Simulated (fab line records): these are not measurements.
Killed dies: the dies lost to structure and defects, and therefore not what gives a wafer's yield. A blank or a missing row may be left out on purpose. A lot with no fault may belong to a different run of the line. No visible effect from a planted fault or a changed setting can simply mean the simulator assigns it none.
Matching of chambers	flow n5-finfet	N5_BEOL_M8_CURE_75 on uv-cure-01: 3 sister chambers
The step cures SiCOH lowk, time 120 s. 20 wafers are shown with their chamber, then 10 later ones without.

== WAFERS WITH THEIR CHAMBER ==
wafer	chamber	wafer_temp_C_max	lamp-power-pct (%)
L074.1	1	371.9	52.36
L074.4	1	371.9	52.32
L074.6	1	372.4	52.29
L075.1	2	371.4	52.40
L075.2	2	372.0	52.34
L075.4	2	371.5	52.32
L084.1	0	371.2	52.31
L084.2	0	372.2	52.35
L084.3	0	371.3	52.42
L089.1	2	371.4	52.30
L089.3	2	371.7	52.38
L089.4	2	371.9	52.24
L090.1	1	372.5	52.35
L090.3	1	372.3	52.40
L090.4	1	371.5	52.38
L090.2	1	371.9	52.39
L090.5	1	372.6	52.23
L090.6	1	371.5	52.18
L092.1	2	371.7	52.35
L092.2	2	371.2	52.33

SIGNATURES, as means of the wafers listed above
reading	chamber 0	chamber 1	chamber 2	scatter within a chamber
wafer_temp_C_max	371.567	372.056	371.600	0.383
lamp-power-pct	52.3600	52.3222	52.3325	0.0638
Rule: distance of a wafer from a chamber = root of the sum over the readings of ((wafer's reading minus chamber's mean) / reading's scatter) squared. The wafer belongs to the nearest chamber; if the next one is less than 2 further off, it can't be placed. The scatter is the square root of a quotient: the sum, over the shown wafers, of each reading's squared deviation from its chamber's mean, divided by wafers minus chambers.

== WAFERS MISSING THEIR CHAMBER ==
wafer	wafer_temp_C_max	lamp-power-pct (%)
L092.5	371.7	52.24
L093.1	372.1	52.26
L093.3	371.5	52.29
L093.4	371.6	52.28
L093.2	371.8	52.26
L093.5	372.2	52.31
L093.6	371.1	52.21
L095.1	372.0	52.37
L095.2	371.4	52.23
L095.3	372.8	52.31

== WHICH CHAMBER EACH WENT THROUGH ==
wafer	from the rows above	in truth
L092.5	can't be placed: 2 or 1 or 0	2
L093.1	can't be placed: 1 or 2 or 0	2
L093.3	can't be placed: 2 or 0 or 1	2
L093.4	can't be placed: 2 or 0 or 1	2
L093.2	can't be placed: 1 or 2 or 0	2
L093.5	can't be placed: 1 or 2 or 0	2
L093.6	can't be placed: 2 or 0 or 1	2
L095.1	can't be placed: 1 or 0 or 2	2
L095.2	can't be placed: 2 or 0 or 1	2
L095.3	can't be placed: 1 or 2 or 0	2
Correctly placed: 0 of 10. From these rows, 10 cannot be placed; in 10 the true chamber is one of the candidates. 0 placed wrongly.
